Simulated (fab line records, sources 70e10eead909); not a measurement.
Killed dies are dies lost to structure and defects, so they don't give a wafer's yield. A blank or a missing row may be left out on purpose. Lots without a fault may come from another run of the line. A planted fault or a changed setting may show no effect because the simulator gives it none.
Which tool did it? | flow nand_harc | 11 lots, 33 wafers sampled, at 6 steps of a route of 1159

WHAT THE GAUGES READ, wafer by wafer
NHARC_A_CHANNEL_HOLE_D1_INSPECT_40.
lot  | measured     | on                | raw_defect_count
L620 | day 8 21:35  | defect_inspect-01 | 61 39 39
L619 | day 8 23:40  | defect_inspect-02 | 44 64 45
L621 | day 9 01:44  | defect_inspect-02 | 20 43 36
L624 | day 9 16:50  | defect_inspect-02 | 36 47 44
L622 | day 9 20:25  | defect_inspect-01 | 45 59 47
L625 | day 10 00:48 | defect_inspect-02 | 110 110 87
L626 | day 10 11:32 | defect_inspect-01 | 68 60 70
L627 | day 10 18:40 | defect_inspect-02 | 44 34 73
L631 | day 11 15:54 | defect_inspect-02 | 49 38 38
L638 | day 13 10:08 | defect_inspect-02 | 58 843 56
L639 | day 14 07:03 | defect_inspect-01 | 68 65 816

NHARC_END_SORT_01.
lot  | measured     | on        | killed_at_array | killed_at_other | killed_at_periphery | killed_dies | killed_open | killed_short
L626 | day 21 13:44 | prober-02 | 27              | 0               | 0                   | 27          | 4           | 2
L638 | day 24 06:40 | prober-02 | 9 66 11         | 0 0 0           | 2 3 2               | 11 69 13    | 3 0 3       | 1 5 0
L639 | day 24 23:58 | prober-01 | 21 27 67        | 1 1 2           | 6 9 5               | 28 37 74    | 3 4 0       | 3 1 3

WHICH TOOL RAN EACH LOT (tool, then ch and the chambers of the sampled wafers, then the start)
lot  | NHARC_A_CHANNEL_HOLE_D1_ETCH_39               | NHARC_A_CHANNEL_HOLE_D1_ETCH_22  | NHARC_A_CHANNEL_HOLE_D1_ETCH_23  | NHARC_A_CHANNEL_FILL_D1_ALD_16
L620 | rie_diel-05 ch 0,1,2, day 8 16:46 or earlier  | har_etch-02 ch 0,1, day 8 16:46  | har_etch-02 ch 0,1, day 8 17:19  | ald_hk-03 ch 0,1,3, day 9 11:11
L619 | rie_diel-08 ch 1,2, day 8 18:49 or earlier    | har_etch-01 ch 0,1, day 8 18:49  | har_etch-01 ch 0,1, day 8 19:23  | ald_hk-03 ch 0,1,2, day 9 11:24
L621 | rie_diel-05 ch 0,2, day 8 21:01 or earlier    | har_etch-02 ch 0,1, day 8 21:01  | har_etch-02 ch 0,1, day 8 21:36  | ald_hk-04 ch 0,1,3, day 9 16:13
L624 | rie_diel-05 ch 0,1,3, day 9 11:50 or earlier  | har_etch-02 ch 0,1, day 9 11:50  | har_etch-02 ch 0,1, day 9 12:25  | ald_hk-04 ch 0,1,2, day 10 08:01
L622 | rie_diel-09 ch 0,3, day 9 15:23 or earlier    | har_etch-01 ch 0, day 9 15:23    | har_etch-01 ch 0, day 9 15:57    | ald_hk-03 ch 0,2, day 10 08:49
L625 | rie_diel-08 ch 0,1,2, day 9 20:08 or earlier  | har_etch-01 ch 0,1, day 9 20:08  | har_etch-01 ch 0,1, day 9 20:46  | ald_hk-02 ch 0,1,3, day 10 13:23
L626 | rie_diel-09 ch 1,2,3, day 10 06:45 or earlier | har_etch-01 ch 0,1, day 10 06:45 | har_etch-01 ch 0,1, day 10 07:21 | ald_hk-04 ch 0,2, day 10 23:58
L627 | rie_diel-08 ch 0,3, day 10 13:49 or earlier   | har_etch-02 ch 0,1, day 10 13:49 | har_etch-02 ch 0,1, day 10 14:22 | ald_hk-04 ch 2,3, day 11 07:11
L631 | rie_diel-09 ch 1,3, day 11 11:13 or earlier   | har_etch-02 ch 0,1, day 11 11:13 | har_etch-02 ch 0,1, day 11 11:49 | ald_hk-02 ch 1,2,3, day 12 04:16
L638 | rie_diel-09 ch 1,2, day 13 05:14 or earlier   | har_etch-02 ch 0,1, day 13 05:14 | har_etch-02 ch 0,1, day 13 05:50 | ald_hk-04 ch 0,1,2, day 13 22:32
L639 | rie_diel-09 ch 1,2,3, day 14 02:23 or earlier | har_etch-02 ch 0,1, day 14 02:23 | har_etch-02 ch 0,1, day 14 03:00 | ald_hk-02 ch 2,3, day 14 19:40
- NHARC_A_CHANNEL_HOLE_D1_ETCH_39: etches the open film in N2/H2, target depth 260 nm, time 325 s.
- NHARC_A_CHANNEL_HOLE_D1_ETCH_22: etches the open film in C4F8/O2/Ar, time 666.7 s, target depth 1600 nm.
- NHARC_A_CHANNEL_HOLE_D1_ETCH_23: etches the open film in C4F8/O2/Ar, time 819 s, target depth 1600 nm.
- NHARC_A_CHANNEL_FILL_D1_ALD_16: deposits SiO2, target thk 1.5 nm, pulse time 10 s, ald cycles 15.

WHAT THE TOOLS THEMSELVES READ (means of the sampled wafers that have a number; where no wafer has one, the mark that the record gives instead)
NHARC_A_CHANNEL_HOLE_D1_ETCH_39.
lot  | tool        | drypump_motor_current_A (A) | oes_product_au (a.u.) | rf_vpp_V (V) | showerhead_plenum_p_Torr (Torr) | throttle_valve_pct (%)
L620 | rie_diel-05 | 5.8                         | 0.996                 | 431.1        | 2.07                            | 14.167
L619 | rie_diel-08 | 5.9                         | 0.999                 | 426.8        | 1.94                            | 14.177
L621 | rie_diel-05 | 5.7                         | 0.995                 | 433.0        | 2.08                            | 14.161
L624 | rie_diel-05 | 5.9                         | 1.001                 | 432.4        | 2.12                            | 14.169
L622 | rie_diel-09 | 5.5                         | 0.989                 | 432.2        | 2.08                            | 14.174
L625 | rie_diel-08 | 5.7                         | 1.003                 | 427.8        | 1.94                            | 14.166
L626 | rie_diel-09 | 5.5                         | 0.996                 | 433.3        | 2.11                            | 14.174
L627 | rie_diel-08 | 5.5                         | 0.992                 | 427.4        | 1.97                            | 14.172
L631 | rie_diel-09 | 5.3                         | 0.994                 | 433.6        | 2.18                            | 14.168
L638 | rie_diel-09 | 5.5                         | 1.006                 | 430.7        | 2.06                            | 14.174
L639 | rie_diel-09 | 5.5                         | 0.997                 | 431.6        | 2.11                            | 14.165

NHARC_A_CHANNEL_HOLE_D1_ETCH_22.
lot  | tool        | drypump_motor_current_A (A) | showerhead_plenum_p_Torr (Torr) | temp_c (C) | throttle_valve_pct (%)
L620 | har_etch-02 | 6.2                         | 3.71                            | -20.05     | 32.153
L619 | har_etch-01 | 5.4                         | 3.82                            | -20.11     | 32.152
L621 | har_etch-02 | 6.4                         | 3.75                            | -19.78     | 32.157
L624 | har_etch-02 | 6.2                         | 3.70                            | -19.98     | 32.158
L622 | har_etch-01 | 5.7                         | 3.82                            | -20.18     | 32.153
L625 | har_etch-01 | 5.6                         | 3.82                            | -20.00     | 32.151
L626 | har_etch-01 | 5.4                         | 3.81                            | -20.00     | 32.155
L627 | har_etch-02 | 6.2                         | 3.70                            | -19.96     | 32.147
L631 | har_etch-02 | 6.2                         | 3.70                            | -19.93     | 32.156
L638 | har_etch-02 | 6.4                         | 3.73                            | -19.92     | 32.150
L639 | har_etch-02 | 6.4                         | 3.73                            | -20.06     | 32.153

NHARC_A_CHANNEL_HOLE_D1_ETCH_23.
lot  | tool        | drypump_motor_current_A (A) | showerhead_plenum_p_Torr (Torr) | temp_c (C) | throttle_valve_pct (%)
L620 | har_etch-02 | 6.2                         | 3.71                            | -20.04     | 32.146
L619 | har_etch-01 | 5.4                         | 3.82                            | -19.93     | 32.158
L621 | har_etch-02 | 6.4                         | 3.75                            | -20.00     | 32.158
L624 | har_etch-02 | 6.2                         | 3.70                            | -20.02     | 32.148
L622 | har_etch-01 | 5.7                         | 3.82                            | -20.07     | 32.156
L625 | har_etch-01 | 5.5                         | 3.82                            | -19.99     | 32.150
L626 | har_etch-01 | 5.4                         | 3.81                            | -20.00     | 32.161
L627 | har_etch-02 | 6.2                         | 3.70                            | -20.06     | 32.156
L631 | har_etch-02 | 6.2                         | 3.69                            | -20.04     | 32.158
L638 | har_etch-02 | 6.4                         | 3.73                            | -20.01     | 32.155
L639 | har_etch-02 | 6.4                         | 3.72                            | -19.97     | 32.151

NHARC_A_CHANNEL_FILL_D1_ALD_16.
lot  | tool      | heater_power_w (W) | precursor_pulse_height_rel | susceptor_temp_C (C)
L620 | ald_hk-03 | 498                | 1.013                      | 300.15
L619 | ald_hk-03 | 468                | 0.999                      | 300.11
L621 | ald_hk-04 | 448                | 0.994                      | 300.13
L624 | ald_hk-04 | 461                | 1.001                      | 299.87
L622 | ald_hk-03 | 473                | 0.987                      | 299.87
L625 | ald_hk-02 | 455                | 0.984                      | 300.03
L626 | ald_hk-04 | 477                | 1.004                      | 300.06
L627 | ald_hk-04 | 483                | 0.992                      | 300.08
L631 | ald_hk-02 | 454                | 1.004                      | 300.03
L638 | ald_hk-04 | 465                | 1.007                      | 300.04
L639 | ald_hk-02 | 441                | 0.999                      | 300.18

THE ANSWER, worked out from the rows above alone
Rule: what is usual is taken from the lots themselves. Put in order of their means at a reading, lots are off if they are a third of the lots or fewer, leave a main group of 4 or more, and stand apart from it by a gap of 3 or more times the standard deviation of the main group's means; of several such gaps the widest counts. A main group whose means are all the same, to the digits that the tables above print for the reading, isn't used. A lot without any number at a reading at which 4 lots or more have one is off too. The other lots that the step has rows for count as sound. The gauges are gone through in route order, then the tools' own readings, and for those a lot's mean is taken as printed above. The first step at which some lot is off is used, and at that step the reading that is off furthest; a lot without a number counts as furthest.
Off: L638, L639, at NHARC_A_CHANNEL_HOLE_D1_INSPECT_40 (raw_defect_count). The main group: mean 54, standard deviation 19.
A tool fits if, at a process step before that reading, it ran every lot that is off, and no sound lot after the first of them. The gauges at NHARC_A_CHANNEL_HOLE_D1_INSPECT_40 are tried like those tools. NHARC_A_CHANNEL_HOLE_D1_ETCH_39 gives no start for some lots, so the hours and the order of its lots are those of NHARC_A_CHANNEL_HOLE_D1_ETCH_22. Can't be told from this: 2 tools fit, rie_diel-09 at NHARC_A_CHANNEL_HOLE_D1_ETCH_39, har_etch-02 at NHARC_A_CHANNEL_HOLE_D1_ETCH_22 and NHARC_A_CHANNEL_HOLE_D1_ETCH_23.

WHAT THE SIMULATOR HAD PUT IN
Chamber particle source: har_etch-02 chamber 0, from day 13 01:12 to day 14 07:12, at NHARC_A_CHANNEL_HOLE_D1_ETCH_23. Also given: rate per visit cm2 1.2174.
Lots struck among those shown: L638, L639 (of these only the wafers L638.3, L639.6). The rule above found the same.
